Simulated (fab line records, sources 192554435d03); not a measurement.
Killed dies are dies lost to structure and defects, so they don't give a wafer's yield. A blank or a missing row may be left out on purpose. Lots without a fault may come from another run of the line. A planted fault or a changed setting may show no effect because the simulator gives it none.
Chamber matching | flow n5_finfet | N5_GATE_CUT_SAC_CAP_01 on ald_sin-03: 4 sister chambers
The step material SiNx, target thk 24 nm, pulse time 1 s, ald cycles 480. 8 wafers are shown with their chamber, then 9 later ones without.

WAFERS WITH THEIR CHAMBER
wafer  | chamber | heater_power_w (W) | precursor_pulse_height_rel
L078.5 | 0       | 751                | 0.997
L080.2 | 0       | 718                | 1.003
L089.4 | 1       | 729                | 1.003
L089.6 | 1       | 757                | 1.002
L090.5 | 2       | 880                | 1.017
L092.2 | 3       | 811                | 0.982
L092.5 | 3       | 834                | 0.983
L092.6 | 2       | 879                | 1.023

WAFERS WITHOUT THEIR CHAMBER
wafer  | heater_power_w (W) | precursor_pulse_height_rel
L094.4 | 737                | 0.972
L094.5 | 714                | 1.001
L094.6 | 753                | 0.961
L095.1 | 882                | 1.000
L095.5 | 747                | 0.997
L095.6 | 760                | 0.979
L096.1 | 818                | 0.996
L096.2 | 724                | 0.988
L096.3 | 746                | 1.011

WHICH CHAMBER EACH WENT THROUGH
wafer  | from the rows above               | in truth
L094.4 | 3                                 | 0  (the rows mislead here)
L094.5 | can't be placed: 0 or 1           | 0
L094.6 | 3                                 | 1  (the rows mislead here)
L095.1 | can't be placed: 2 or 3 or 1 or 0 | 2
L095.5 | can't be placed: 0 or 1           | 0
L095.6 | 3                                 | 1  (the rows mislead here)
L096.1 | can't be placed: 3 or 1 or 0      | 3
L096.2 | can't be placed: 0 or 1 or 3      | 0
L096.3 | can't be placed: 1 or 0           | 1
Placed correctly: 0 of 9. Can't be placed from these rows: 6 (the true chamber is among the candidates in 6). Placed wrongly: 3.
How it was worked out, from the rows above alone: a wafer's distance from a chamber is the root of the sum, over the readings, of the square of ((its reading less the chamber's mean) divided by the reading's scatter). The wafer belongs to the nearest chamber; if the next one is less than 2 further off, it can't be placed. A chamber's mean is the mean of its shown wafers. The scatter: the root of (the sum of the squares of (reading less its chamber's mean) over the shown wafers, divided by (wafers less chambers)).
